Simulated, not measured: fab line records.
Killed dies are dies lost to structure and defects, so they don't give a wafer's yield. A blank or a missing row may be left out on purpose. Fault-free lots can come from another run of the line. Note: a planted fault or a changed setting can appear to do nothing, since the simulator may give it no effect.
Matching of chambers -- flow n5-finfet -- N5_BEOL_M13_VIA_ETCH_16 on rie-diel-06: 4 sister chambers
The step etches SiOC in C4F8/O2/Ar, target depth 921.7 nm. 7 wafers are shown with their chamber, then 8 later ones without.

WAFERS, EACH WITH ITS CHAMBER
wafer,chamber,showerhead-plenum-p-Torr (Torr),drypump-motor-current-A (A)
L081.5,0,3.34,6.0
L085.4,1,3.16,6.0
L085.5,2,3.50,5.6
L087.2,3,3.58,6.6
L087.4,2,3.50,5.6
L087.6,1,3.15,6.0
L092.2,3,3.58,6.7

WAFERS WHOSE CHAMBER IS MISSING
wafer,showerhead-plenum-p-Torr (Torr),drypump-motor-current-A (A)
L092.3,3.50,5.6
L092.5,3.50,5.6
L095.1,3.15,6.0
L095.2,3.49,5.6
L095.3,3.58,6.6
L093.1,3.15,6.0
L093.2,3.58,6.6
L093.6,3.33,6.0

THE CHAMBER EACH PASSED THROUGH
wafer,from the rows above,in truth
L092.3,2,2
L092.5,2,2
L095.1,1,1
L095.2,2,2
L095.3,3,3
L093.1,1,1
L093.2,3,3
L093.6,0,0
Correctly placed: 8 of 8. Number that these rows cannot place: 0. Wrongly placed: 0.
How it was worked out, from the rows above alone: a wafer's distance from a chamber is the root of the sum, over the readings, of the square of ((its reading less the chamber's mean) divided by the reading's scatter). If the next closest chamber is less than 2 further off than the closest, the wafer can't be placed; otherwise it belongs to the closest. For every chamber, the mean is computed from those of its wafers that are shown. The scatter is the square root of a quotient: the sum, over the shown wafers, of each reading's squared deviation from its chamber's mean, divided by wafers minus chambers.
